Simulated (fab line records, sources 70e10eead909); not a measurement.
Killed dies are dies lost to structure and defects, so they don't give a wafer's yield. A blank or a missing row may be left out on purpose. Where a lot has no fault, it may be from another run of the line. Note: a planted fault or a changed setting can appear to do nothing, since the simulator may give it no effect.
Chamber matching | flow nand_harc | NHARC_A_CONTACT_ETCH_102 on rie_diel-11: 4 sister chambers
The step etches the open film in CF4/O2, target depth 100 nm, overetch 10 nm, time 55 s. 4 wafers are shown with their chamber, then 7 later ones without.

== WAFERS WITH THEIR CHAMBER ==
wafer  | chamber | showerhead_plenum_p_Torr (Torr)
L082.2 | 2       | 1.42
L086.4 | 3       | 1.29
L089.1 | 0       | 1.40
L089.2 | 1       | 1.43

== WAFERS WITHOUT THEIR CHAMBER ==
wafer  | showerhead_plenum_p_Torr (Torr)
L089.5 | 1.43
L092.1 | 1.40
L092.2 | 1.43
L092.3 | 1.41
L096.1 | 1.41
L096.5 | 1.41
L096.6 | 1.43

== EACH ONE'S CHAMBER ==
wafer  | from the rows above          | in truth
L089.5 | can't be placed: 1 or 2      | 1
L092.1 | 0                            | 0
L092.2 | can't be placed: 1 or 2      | 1
L092.3 | can't be placed: 0 or 2 or 1 | 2
L096.1 | can't be placed: 0 or 2 or 1 | 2
L096.5 | can't be placed: 0 or 2 or 1 | 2
L096.6 | can't be placed: 1 or 2      | 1
Correctly placed: 1 of 7. From these rows, 6 cannot be placed; in 6 the true chamber is one of the candidates. Wrongly placed: 0.
How it was worked out, from the rows above alone: a wafer's distance from a chamber is the root of the sum, over the readings, of the square of ((its reading less the chamber's mean) divided by the reading's scatter). If the next closest chamber is less than 2 further off than the closest, the wafer can't be placed; otherwise it belongs to the closest. A chamber's mean is the mean of its shown wafers. The scatter (one wafer shown for each chamber): square how far every hidden wafer sits from the nearest shown wafer, average those squares and take the square root.
